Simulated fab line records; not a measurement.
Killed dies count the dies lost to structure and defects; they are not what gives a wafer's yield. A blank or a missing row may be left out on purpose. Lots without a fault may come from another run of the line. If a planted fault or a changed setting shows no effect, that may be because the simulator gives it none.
fab line records | flow n5_finfet
record: lots: 6 | wafers: 18 | last_day: 17
route steps=1938 shown BEOL_M6@1224
lots with no fault: from the same line, run without faults
start_h: the number of hours between the record's first day and the start of the first shown wafer of the lot | wait_h: how many hours have passed since the lot's step before this one | " the same as in the row above | L1.1+2: several wafers, shown together as one row | - no value, or no start given | * or withheld: withheld | < > ~ a bound
route shown NAME@n: NAME is a module with steps in the file, n the number in the route of the first one | usual: mean/standard deviation of fault-free wafers | same: alike in all rows | chamber/n: place in a boat | sites: per-site readings | _std_site: the standard deviation of these | _edge_site: outer sites' mean less inner sites' | radius_mm: for every site, how far away it sits from the centre of the wafer | mask NAME#n: copy n | behind: the last tool/chamber to shape the wafer | hold: the reason the lot was held/the length of the hold in hours/how it ended | device: the transistor (n, p or np) that didn't switch | end of line: at the end of the route, the tests of the same wafers | for a step that has no rows: nothing shown but its recipe | killed: the dies lost at the first sort to structure and to defects; this is not the yield of the wafer | map: a wafer's dies, x killed, . not, _ none there
set.NAME: the setting that was run; set.NAME@STEP: the one run at that earlier step | model.NAME: the simulator's own value behind a step, which no gauge read
lots at some steps of the route; a table a step, a row a wafer
services: the hour from which a tool's chamber was out of use, counted from the record's first day as start_h (under 0 if before that day), plus the number of hours and why
== steps ==
step: N5_BEOL_M6_EXPOSE_25
recipe: mask_id: V5 | na: 0.33 | source_shape: annular | sigma_inner: 0.4 | sigma_outer: 0.8 | polarization: unpolarized | target_cd_nm: 40 | dose_mj: 45
step: N5_BEOL_M6_PEB_26
recipe: peb_temp_c: 100 | peb_time_s: 60 | resist: CAR-EUV
step: N5_BEOL_M6_DEVELOP_27
recipe: develop_time_s: 30 | developer: TMAH | resist: CAR-EUV | rinse_liquid: surfactant_rinse | dry: air_spin | dev_temp_c: 23
step: N5_BEOL_M6_CD_MEAS_28
recipe: target_cd_nm: 40 | landing_energy_ev: 500 | detector: se_inlens
usual: cd_nm: 40.05/0.23
lot.wafer | tool      | chamber | start_h | wait_h | cd_nm
L869.1    | cd_sem-02 | 0       | 195.46  | -      | 40.61
L869.2    | "         | 0       | "       | "      | 40.03
L869.4    | "         | 0       | "       | "      | 40.22
L868.1    | cd_sem-01 | 0       | 195.74  | -      | 40.28
L868.2    | "         | 0       | "       | "      | 40.39
L868.6    | "         | 0       | "       | "      | 40.24
L876.2    | cd_sem-03 | 0       | 254.10  | -      | 39.85
L876.5    | "         | 0       | "       | "      | 39.81
L876.6    | "         | 0       | "       | "      | 39.92
L877.1    | cd_sem-02 | 0       | 262.40  | -      | 40.19
L877.2    | "         | 0       | "       | "      | 39.85
L877.4    | "         | 0       | "       | "      | 40.57
L884.1    | cd_sem-01 | 0       | 290.41  | -      | 40.51
L884.5    | "         | 0       | "       | "      | 40.32
L884.6    | "         | 0       | "       | "      | 40.08
L887.1    | cd_sem-01 | 0       | 314.38  | -      | 40.16
L887.2    | "         | 0       | "       | "      | 40.05
L887.6    | "         | 0       | "       | "      | 39.97
step: N5_BEOL_M6_OVL_MEAS_29
recipe: points_per_wafer: 522
usual: V5_OVL: 0.3/0.68
lot.wafer | tool       | chamber | start_h | wait_h | V5_OVL[nm]
L869.1    | overlay-02 | 0       | 195.49  | 0.0    | 0.4
L869.2    | "          | 0       | "       | "      | 0.3
L869.4    | "          | 0       | "       | "      | -1.0
L868.1    | overlay-01 | 0       | 195.77  | 0.0    | 0.0
L868.2    | "          | 0       | "       | "      | 0.5
L868.6    | "          | 0       | "       | "      | -0.5
L876.2    | overlay-01 | 0       | 254.14  | 0.0    | -0.8
L876.5    | "          | 0       | "       | "      | 0.0
L876.6    | "          | 0       | "       | "      | 0.2
L877.1    | overlay-01 | 0       | 262.43  | 0.0    | 1.6
L877.2    | "          | 0       | "       | "      | -0.2
L877.4    | "          | 0       | "       | "      | 0.8
L884.1    | overlay-01 | 0       | 290.44  | 0.0    | 1.1
L884.5    | "          | 0       | "       | "      | 0.8
L884.6    | "          | 0       | "       | "      | 0.1
L887.1    | overlay-01 | 0       | 314.41  | 0.0    | -0.1
L887.2    | "          | 0       | "       | "      | 0.2
L887.6    | "          | 0       | "       | "      | 0.5
step: N5_BEOL_M6_INSPECT_30
recipe: mode: adi | inspect_instrument: brightfield
usual: raw_defect_count: 419/86
lot.wafer | tool              | chamber | start_h | wait_h | raw_defect_count
L869.1    | defect_inspect-02 | -       | 195.54  | 0.1    | 354
L869.2    | "                 | -       | "       | "      | 262
L869.4    | "                 | -       | "       | "      | 355
L868.1    | defect_inspect-02 | -       | 195.83  | 0.1    | 422
L868.2    | "                 | -       | "       | "      | 409
L868.6    | "                 | -       | "       | "      | 423
L876.2    | defect_inspect-01 | -       | 254.19  | 0.0    | 584
L876.5    | "                 | -       | "       | "      | 473
L876.6    | "                 | -       | "       | "      | 513
L877.1    | defect_inspect-02 | -       | 262.49  | 0.1    | 323
L877.2    | "                 | -       | "       | "      | 330
L877.4    | "                 | -       | "       | "      | 488
L884.1    | defect_inspect-02 | -       | 290.50  | 0.1    | 414
L884.5    | "                 | -       | "       | "      | 375
L884.6    | "                 | -       | "       | "      | 482
L887.1    | defect_inspect-02 | -       | 314.47  | 0.1    | 395
L887.2    | "                 | -       | "       | "      | 376
L887.6    | "                 | -       | "       | "      | 308
step: N5_BEOL_M6_DESCUM_33
recipe: chemistry: O2 | time_s: 7 | source_power_w: 50 | bias_power_w: 20 | pressure_mtorr: 20 | rf_frequency_hz: 2.712e+07 | temp_c: 40 | resist: CAR-EUV | o2_flow_sccm: 225
usual: drypump_motor_current_A: 5.8/0.43 | oes_product_au: 0.84/0.085 | rf_vpp_V: 243.3/1.3 | showerhead_plenum_p_Torr: 2.11/0.069 | temp_c: 40.00/0.11 | throttle_valve_pct: 20.28/0.13
lot.wafer | tool        | chamber | start_h | wait_h | drypump_motor_current_A | oes_product_au | rf_hours_counter_h | rf_vpp_V | showerhead_plenum_p_Torr | temp_c | throttle_valve_pct
L869.1    | rie_diel-04 | 3       | 195.58  | 0.0    | 5.6                     | 0.82           | 65                 | 242.3    | 2.02                     | 40.11  | 20.13
L869.2    | "           | 0       | "       | "      | 5.5                     | 0.90           | 29                 | 245.7    | 2.23                     | 39.94  | 20.11
L869.4    | "           | 1       | "       | "      | 5.7                     | 0.75           | 182                | 243.7    | 2.18                     | 40.13  | 20.36
L868.1    | rie_diel-03 | 0       | 195.87  | 0.0    | 5.8                     | 0.94           | 12                 | 240.8    | 2.04                     | 39.82  | 20.14
L868.2    | "           | 2       | "       | "      | 4.8                     | 0.94           | 3                  | 242.1    | 2.05                     | 39.99  | 20.21
L868.6    | "           | 3       | "       | "      | 6.1                     | 0.83           | -                  | 245.0    | 2.11                     | 40.17  | 20.32
L876.2    | rie_diel-04 | 0       | 254.22  | 0.0    | 5.5                     | 0.86           | 57                 | 244.3    | 2.22                     | 39.94  | 20.17
L876.5    | "           | 2       | "       | "      | 6.3                     | 0.98           | -                  | 242.3    | 2.07                     | 40.05  | 20.26
L876.6    | "           | 3       | "       | "      | 5.5                     | 0.80           | -                  | 242.5    | 2.01                     | 39.91  | 20.15
L877.1    | rie_diel-04 | 3       | 262.53  | 0.0    | 5.5                     | 0.79           | 93                 | 240.8    | 2.01                     | 40.08  | 20.15
L877.2    | "           | 2       | "       | "      | 6.3                     | 0.97           | 8                  | 243.2    | 2.07                     | 40.02  | 20.27
L877.4    | "           | 0       | "       | "      | 5.5                     | 0.85           | 61                 | 245.2    | 2.21                     | 40.08  | 20.18
L884.1    | rie_diel-03 | 1       | 290.53  | 0.0    | 6.2                     | 0.83           | 51                 | 242.2    | 2.14                     | 40.12  | 20.47
L884.5    | "           | 2       | "       | "      | 4.8                     | 0.86           | -                  | 241.5    | 2.04                     | 39.96  | 20.25
L884.6    | "           | 1       | "       | "      | 6.3                     | 0.84           | -                  | 244.5    | 2.14                     | 40.26  | 20.51
L887.1    | rie_diel-03 | 2       | 314.90  | 0.4    | 4.8                     | 0.86           | 36                 | 243.8    | 2.03                     | 39.91  | 20.25
L887.2    | "           | 1       | "       | "      | 6.2                     | 0.83           | 60                 | 243.0    | 2.14                     | 40.04  | 20.53
L887.6    | "           | 2       | "       | "      | 4.8                     | 0.86           | -                  | 241.8    | 2.03                     | 40.09  | 20.27
step: N5_BEOL_M6_ETCH_72
recipe: chemistry: N2/H2 | target: underlayer | target_depth_a: 65 | mask_material: CAR-EUV | time_s: 5.2 | ion_energy_ev: 200 | pressure_mtorr: 30 | source_w: 840 | bias_w: 150 | n2_flow_sccm: 200 | h2_flow_sccm: 200 | ends: cleared
usual: drypump_motor_current_A: 5.8/0.43 | etch_rf_on_time_s: 5.15/0.098 | oes_product_au: 0.72/0.076 | rf_vpp_V: 524.2/2.5 | showerhead_plenum_p_Torr: 2.56/0.077 | throttle_valve_pct: 17.71/0.17
lot.wafer | tool        | chamber | start_h | wait_h | drypump_motor_current_A | etch_rf_on_time_s | oes_product_au | rf_hours_counter_h | rf_vpp_V | showerhead_plenum_p_Torr | throttle_valve_pct
L869.1    | rie_diel-04 | 3       | 195.61  | 0.0    | 5.6                     | 5.21              | 0.70           | 65                 | 522.5    | 2.47                     | 17.68
L869.2    | "           | 0       | "       | "      | 5.6                     | 5.13              | 0.77           | 29                 | 530.1    | 2.69                     | 17.37
L869.4    | "           | 1       | "       | "      | 5.7                     | 5.19              | 0.64           | 182                | 526.7    | 2.64                     | 17.86
L868.1    | rie_diel-03 | 0       | 195.90  | 0.0    | 5.8                     | 5.05              | 0.80           | 12                 | 523.5    | 2.49                     | 17.77
L868.2    | "           | 2       | "       | "      | 4.8                     | 5.03              | 0.83           | 3                  | 522.7    | 2.48                     | 17.54
L868.6    | "           | 3       | "       | "      | 6.1                     | 5.19              | 0.71           | -                  | 522.8    | 2.57                     | 17.78
L876.2    | rie_diel-04 | 0       | 254.26  | 0.0    | 5.5                     | 5.09              | 0.74           | 57                 | 524.5    | 2.67                     | 17.47
L876.5    | "           | 2       | "       | "      | 6.2                     | 5.11              | 0.83           | -                  | 519.4    | 2.50                     | 17.54
L876.6    | "           | 3       | "       | "      | 5.5                     | 5.07              | 0.70           | -                  | 520.0    | 2.46                     | 17.72
L877.1    | rie_diel-04 | 3       | 262.56  | 0.0    | 5.6                     | 5.11              | 0.69           | 93                 | 520.7    | 2.46                     | 17.73
L877.2    | "           | 2       | "       | "      | 6.3                     | 5.13              | 0.84           | 8                  | 520.8    | 2.50                     | 17.58
L877.4    | "           | 0       | "       | "      | 5.6                     | 5.04              | 0.73           | 61                 | 529.4    | 2.67                     | 17.43
L884.1    | rie_diel-03 | 1       | 290.57  | 0.0    | 6.3                     | 5.16              | 0.73           | 51                 | 527.6    | 2.59                     | 17.86
L884.5    | "           | 2       | "       | "      | 4.8                     | 5.08              | 0.77           | -                  | 522.4    | 2.47                     | 17.60
L884.6    | "           | 1       | "       | "      | 6.2                     | 5.12              | 0.74           | -                  | 524.5    | 2.59                     | 17.88
L887.1    | rie_diel-03 | 2       | 314.93  | 0.0    | 4.8                     | 5.04              | 0.75           | 36                 | 522.0    | 2.47                     | 17.60
L887.2    | "           | 1       | "       | "      | 6.2                     | 5.16              | 0.72           | 60                 | 524.9    | 2.59                     | 17.90
L887.6    | "           | 2       | "       | "      | 4.8                     | 4.98              | 0.76           | -                  | 521.0    | 2.47                     | 17.58
step: N5_BEOL_M6_ETCH_65
recipe: chemistry: CF4 | target: SiARC | target_depth_a: 156 | mask_material: CAR-EUV | time_s: 26 | ion_energy_ev: 80 | pressure_mtorr: 40 | source_w: 545 | bias_w: 36 | Ar_flow_sccm: 100 | cf4_flow_sccm: 100 | ends: cleared
usual: drypump_motor_current_A: 5.8/0.43 | etch_rf_on_time_s: 25.9/0.48 | oes_product_au: 0.72/0.074 | rf_vpp_V: 184.3/1.1 | showerhead_plenum_p_Torr: 2.16/0.065 | throttle_valve_pct: 15.46/0.12
lot.wafer | tool        | chamber | start_h | wait_h | drypump_motor_current_A | etch_rf_on_time_s | oes_product_au | rf_hours_counter_h | rf_vpp_V | showerhead_plenum_p_Torr | throttle_valve_pct
L869.1    | rie_diel-04 | 3       | 195.63  | 0.0    | 5.5                     | 25.6              | 0.71           | 65                 | 183.6    | 2.08                     | 15.41
L869.2    | "           | 0       | "       | "      | 5.5                     | 25.7              | 0.77           | 29                 | 187.4    | 2.28                     | 15.32
L869.4    | "           | 1       | "       | "      | 5.7                     | 26.0              | 0.63           | 182                | 184.8    | 2.22                     | 15.55
L868.1    | rie_diel-03 | 0       | 195.92  | 0.0    | 5.7                     | 25.4              | 0.79           | 12                 | 183.3    | 2.11                     | 15.37
L868.2    | "           | 2       | "       | "      | 4.8                     | 25.6              | 0.82           | 3                  | 182.7    | 2.10                     | 15.39
L868.6    | "           | 3       | "       | "      | 6.1                     | 26.6              | 0.70           | -                  | 185.5    | 2.16                     | 15.52
L876.2    | rie_diel-04 | 0       | 254.27  | 0.0    | 5.5                     | 25.6              | 0.73           | 57                 | 185.7    | 2.27                     | 15.35
L876.5    | "           | 2       | "       | "      | 6.3                     | 25.6              | 0.84           | -                  | 183.7    | 2.11                     | 15.33
L876.6    | "           | 3       | "       | "      | 5.5                     | 25.2              | 0.69           | -                  | 184.1    | 2.07                     | 15.44
L877.1    | rie_diel-04 | 3       | 262.58  | 0.0    | 5.5                     | 25.8              | 0.69           | 93                 | 182.1    | 2.07                     | 15.47
L877.2    | "           | 2       | "       | "      | 6.3                     | 26.1              | 0.83           | 8                  | 183.6    | 2.11                     | 15.33
L877.4    | "           | 0       | "       | "      | 5.5                     | 26.0              | 0.73           | 61                 | 184.0    | 2.27                     | 15.38
L884.1    | rie_diel-03 | 1       | 290.59  | 0.0    | 6.3                     | 26.1              | 0.72           | 51                 | 185.4    | 2.18                     | 15.50
L884.5    | "           | 2       | "       | "      | 4.8                     | 25.4              | 0.75           | -                  | 183.7    | 2.09                     | 15.43
L884.6    | "           | 1       | "       | "      | 6.2                     | 26.3              | 0.72           | -                  | 184.4    | 2.18                     | 15.49
L887.1    | rie_diel-03 | 2       | 314.95  | 0.0    | 4.8                     | 25.2              | 0.74           | 36                 | 183.6    | 2.09                     | 15.46
L887.2    | "           | 1       | "       | "      | 6.2                     | 25.7              | 0.72           | 60                 | 184.0    | 2.17                     | 15.52
L887.6    | "           | 2       | "       | "      | 4.8                     | 25.2              | 0.75           | -                  | 184.1    | 2.09                     | 15.44
step: N5_BEOL_M6_ETCH_66
recipe: chemistry: N2/H2 | target: SOC | target_depth_a: 800 | overetch_a: 160 | mask_material: SiARC | temp_c: 40 | time_s: 120 | ion_energy_ev: 200 | pressure_mtorr: 30 | source_w: 840 | bias_w: 150 | n2_flow_sccm: 200 | h2_flow_sccm: 200
usual: drypump_motor_current_A: 5.8/0.43 | oes_product_au: 0.64/0.063 | rf_vpp_V: 524.4/2.4 | showerhead_plenum_p_Torr: 2.56/0.077 | temp_c: 39.99/0.1 | throttle_valve_pct: 17.67/0.17
lot.wafer | tool        | chamber | start_h | wait_h | drypump_motor_current_A | oes_product_au | rf_hours_counter_h | rf_vpp_V | showerhead_plenum_p_Torr | temp_c | throttle_valve_pct
L869.1    | rie_diel-04 | 3       | 195.66  | 0.0    | 5.5                     | 0.63           | 65                 | 521.6    | 2.47                     | 40.03  | 17.66
L869.2    | "           | 0       | "       | "      | 5.5                     | 0.69           | 29                 | 529.0    | 2.69                     | 40.11  | 17.36
L869.4    | "           | 1       | "       | "      | 5.7                     | 0.57           | 182                | 525.6    | 2.64                     | 40.01  | 17.81
L868.1    | rie_diel-03 | 0       | 195.94  | 0.0    | 5.8                     | 0.71           | 12                 | 522.9    | 2.49                     | 39.92  | 17.72
L868.2    | "           | 2       | "       | "      | 4.8                     | 0.73           | 3                  | 521.6    | 2.48                     | 39.97  | 17.50
L868.6    | "           | 3       | "       | "      | 6.1                     | 0.64           | -                  | 525.6    | 2.57                     | 39.95  | 17.73
L876.2    | rie_diel-04 | 0       | 254.30  | 0.0    | 5.5                     | 0.65           | 57                 | 528.5    | 2.68                     | 39.98  | 17.39
L876.5    | "           | 2       | "       | "      | 6.3                     | 0.75           | -                  | 522.5    | 2.50                     | 39.96  | 17.52
L876.6    | "           | 3       | "       | "      | 5.5                     | 0.61           | -                  | 520.8    | 2.46                     | 39.98  | 17.69
L877.1    | rie_diel-04 | 3       | 262.60  | 0.0    | 5.5                     | 0.60           | 93                 | 522.4    | 2.46                     | 39.93  | 17.70
L877.2    | "           | 2       | "       | "      | 6.3                     | 0.74           | 8                  | 521.4    | 2.50                     | 39.99  | 17.55
L877.4    | "           | 0       | "       | "      | 5.6                     | 0.65           | 61                 | 527.6    | 2.67                     | 39.92  | 17.40
L884.1    | rie_diel-03 | 1       | 290.61  | 0.0    | 6.3                     | 0.65           | 51                 | 524.9    | 2.59                     | 40.02  | 17.82
L884.5    | "           | 2       | "       | "      | 4.8                     | 0.67           | -                  | 523.1    | 2.47                     | 40.10  | 17.53
L884.6    | "           | 1       | "       | "      | 6.3                     | 0.65           | -                  | 525.2    | 2.59                     | 39.85  | 17.84
L887.1    | rie_diel-03 | 2       | 314.98  | 0.0    | 4.8                     | 0.65           | 36                 | 520.9    | 2.47                     | 40.14  | 17.55
L887.2    | "           | 1       | "       | "      | 6.3                     | 0.65           | 60                 | 525.6    | 2.59                     | 40.12  | 17.85
L887.6    | "           | 2       | "       | "      | 4.8                     | 0.66           | -                  | 522.3    | 2.47                     | 40.20  | 17.57
step: N5_BEOL_M6_STRIP_69
recipe: chemistry: N2/H2 | temp_c: 40 | n2_flow_sccm: 200 | h2_flow_sccm: 200 | rf_frequency_hz: 6e+07
step: N5_BEOL_M6_STRIP_73
recipe: chemistry: N2/H2 | temp_c: 40 | n2_flow_sccm: 200 | h2_flow_sccm: 200 | rf_frequency_hz: 6e+07
step: N5_BEOL_M6_VIA_ETCH_34
recipe: chemistry: C4F6/O2 | target: SiCOH_lowk | target_depth_a: 1263 | mask_material: SOC | taper_deg: 4 | time_s: 50.9 | ion_energy_ev: 250 | pressure_mtorr: 30 | source_w: 345 | bias_w: 185 | Ar_flow_sccm: 300 | C4F6_flow_sccm: 10 | O2_flow_sccm: 10
usual: O2_flow_sccm: 10.005/0.026 | drypump_motor_current_A: 5.8/0.43 | oes_f_703_au: 0.83/0.087 | oes_o_777_au: 0.83/0.091 | oes_product_au: 0.84/0.087 | rf_vpp_V: 672/15 | showerhead_plenum_p_Torr: 2.88/0.089 | throttle_valve_pct: 20.82/0.11
lot.wafer | tool        | chamber | start_h | wait_h | O2_flow_sccm | drypump_motor_current_A | oes_f_703_au | oes_o_777_au | oes_product_au | rf_hours_counter_h | rf_vpp_V | showerhead_plenum_p_Torr | throttle_valve_pct | model.etch.depth_nm | model.SOC_of_BEOL_M6_COAT_63.thk_nm | model.BEOL_M6.cd_nm
L869.1    | rie_diel-04 | 3       | 195.76  | 0.0    | 10.032       | 5.5                     | 0.85         | 0.85         | 0.83           | 66                 | 635      | 2.76                     | 20.65              | 126.6               | 54.2                                | 40.4
L869.2    | "           | 0       | "       | "      | 10.020       | 5.6                     | 0.87         | 0.88         | 0.90           | 29                 | 679      | 3.05                     | 20.72              | 127.8               | 54.2                                | 39.6
L869.4    | "           | 1       | "       | "      | 10.014       | 5.7                     | 0.74         | 0.74         | 0.75           | 182                | 672      | 2.96                     | 20.85              | 127                 | 54.2                                | 40
L868.1    | rie_diel-03 | 0       | 196.05  | 0.0    | 10.001       | 5.7                     | 0.92         | 0.91         | 0.94           | 12                 | 678      | 2.81                     | 20.79              | 128.2               | 53.8                                | 39.8
L868.2    | "           | 2       | "       | "      | 10.019       | 4.8                     | 0.96         | 0.97         | 0.95           | 3                  | 671      | 2.81                     | 20.78              | 126.8               | 53.8                                | 40
L868.6    | "           | 3       | "       | "      | 10.012       | 6.1                     | 0.80         | 0.80         | 0.83           | -                  | 686      | 2.87                     | 20.82              | 124.9               | 54                                  | 40.2
L876.2    | rie_diel-04 | 0       | 254.40  | 0.0    | 9.971        | 5.5                     | 0.84         | 0.83         | 0.67           | 57                 | 678      | 3.03                     | 20.70              | 83.92               | 55.8                                | 39.4
L876.5    | "           | 2       | "       | "      | 9.968        | 6.2                     | 0.98         | 0.99         | 0.99           | -                  | 664      | 2.82                     | 20.76              | 127.5               | 53.4                                | 40.2
L876.6    | "           | 3       | "       | "      | 9.990        | 5.5                     | 0.83         | 0.81         | 0.80           | -                  | 636      | 2.75                     | 20.69              | 126.7               | 53.8                                | 40.2
L877.1    | rie_diel-04 | 3       | 262.71  | 0.0    | 10.041       | 5.5                     | 0.83         | 0.82         | 0.80           | 93                 | 635      | 2.75                     | 20.69              | 125.4               | 53.8                                | 40.4
L877.2    | "           | 2       | "       | "      | 9.984        | 6.2                     | 0.96         | 0.98         | 0.76           | 8                  | 662      | 2.82                     | 20.72              | 83.18               | 55.8                                | 40.2
L877.4    | "           | 0       | "       | "      | 10.026       | 5.5                     | 0.84         | 0.83         | 0.67           | 61                 | 680      | 3.03                     | 20.72              | 83.68               | 56.2                                | 39.6
L884.1    | rie_diel-03 | 1       | 290.71  | 0.0    | 10.013       | 6.3                     | 0.84         | 0.85         | 0.85           | 51                 | 679      | 2.92                     | 21.01              | 125.9               | 53.8                                | 40.2
L884.5    | "           | 2       | "       | "      | 10.014       | 4.8                     | 0.90         | 0.91         | 0.87           | -                  | 673      | 2.79                     | 20.83              | 126.9               | 53.8                                | 39.8
L884.6    | "           | 1       | "       | "      | 9.994        | 6.3                     | 0.85         | 0.85         | 0.84           | -                  | 679      | 2.92                     | 21.00              | 125.1               | 53.8                                | 40
L887.1    | rie_diel-03 | 2       | 315.08  | 0.0    | 10.035       | 4.8                     | 0.87         | 0.89         | 0.88           | 36                 | 672      | 2.79                     | 20.84              | 129.3               | 53.8                                | 40.2
L887.2    | "           | 1       | "       | "      | 10.008       | 6.2                     | 0.83         | 0.84         | 0.84           | 60                 | 679      | 2.92                     | 21.01              | 126.8               | 53.8                                | 40
L887.6    | "           | 2       | "       | "      | 10.004       | 4.8                     | 0.88         | 0.89         | 0.87           | -                  | 672      | 2.79                     | 20.86              | 128.7               | 53.8                                | 40.2
step: N5_BEOL_M6_STRIP_76
recipe: chemistry: C4F6/O2 | resist: SiARC | rf_frequency_hz: 6e+07
== services ==
tool        | chamber | start_h | hours | kind
rie_diel-03 | -       | 212.07  | 0.1   | repair
rie_diel-04 | 2       | 216.41  | -     | clean
rie_diel-04 | 2       | 216.41  | -     | consumable_replace:focus_ring
rie_diel-04 | 2       | 216.41  | 23.9  | scheduled_down
rie_diel-04 | 2       | 216.41  | 23.9  | vent_cycle
rie_diel-03 | -       | 223.88  | 15.6  | pm
rie_diel-04 | 3       | 238.86  | 7.2   | repair
== key ==
first_sign none at tools or gauges
model_effect: step: N5_BEOL_M6_VIA_ETCH_34 | value: etch.depth_nm | without: 126.5 | struck: 83.59
met_at N5_BEOL_M6_VIA_ETCH_34
struck_wafers L876.2,L877.2,L877.4
later_rows_left_out L876.2,L877.2,L877.4
sort_left_out L876.2,L877.2,L877.4
onset_between 195.76 254.40
fault: kind: process_parameter_drift | tool: rie_diel-04 | chamber: - | onset_h: 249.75 | steps: N5_BEOL_M6_VIA_ETCH_34 | channel: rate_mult | offset: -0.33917 | shape: step | end_h: 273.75 | scope: struck_wafers_only
sort_left_out: the simulated sort isn't trusted on such a fault, so these wafers' sort isn't shown, and their yield isn't known
later_rows_left_out: the simulator's readings of these wafers behind a module that went badly wrong aren't trusted and aren't shown, but for the sort
